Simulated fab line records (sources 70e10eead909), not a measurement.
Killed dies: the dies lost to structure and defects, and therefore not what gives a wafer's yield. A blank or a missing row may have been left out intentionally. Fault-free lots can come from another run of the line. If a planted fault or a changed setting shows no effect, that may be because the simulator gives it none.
Chamber matching    flow nandHarc    3 sister chambers for NHARC_A_CHANNEL_HOLE_D1_DEP_01 on pecvd-02
The step deposits SiON, target thk 140 nm. 6 wafers are shown with their chamber, then 9 later ones without.

== WAFERS, EACH WITH ITS CHAMBER ==
wafer   chamber  heaterPowerW (W)
L085.1  1        835
L085.2  2        621
L085.3  0        621
L085.4  1        845
L085.5  0        628
L085.6  2        625

== WAFERS WITHOUT THEIR CHAMBER ==
wafer   heaterPowerW (W)
L087.2  706
L087.3  667
L087.6  719
L090.1  714
L090.3  653
L090.5  666
L095.1  693
L095.4  640
L095.6  808

== THE CHAMBER EACH PASSED THROUGH ==
wafer   from the rows above      in truth
L087.2  can't be placed: 0 or 2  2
L087.3  can't be placed: 0 or 2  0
L087.6  can't be placed: 0 or 2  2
L090.1  can't be placed: 0 or 2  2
L090.3  can't be placed: 0 or 2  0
L090.5  can't be placed: 0 or 2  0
L095.1  can't be placed: 0 or 2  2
L095.4  can't be placed: 0 or 2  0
L095.6  1                        1
Placed correctly: 1 of 9. Cannot be placed on the basis of these rows: 8; the candidates contain the true chamber in 8. 0 placed wrongly.
How it was worked out, from the rows above alone: a wafer's distance from a chamber is the root of the sum, over the readings, of the square of ((its reading less the chamber's mean) divided by the reading's scatter). If the next closest chamber is less than 2 further off than the closest, the wafer can't be placed; otherwise it belongs to the closest. Each chamber's mean is taken over the wafers shown for it. How the scatter is found: for the shown wafers, subtract from each reading the mean of its chamber, square and add these, divide the total by (wafers less chambers), then take the root.
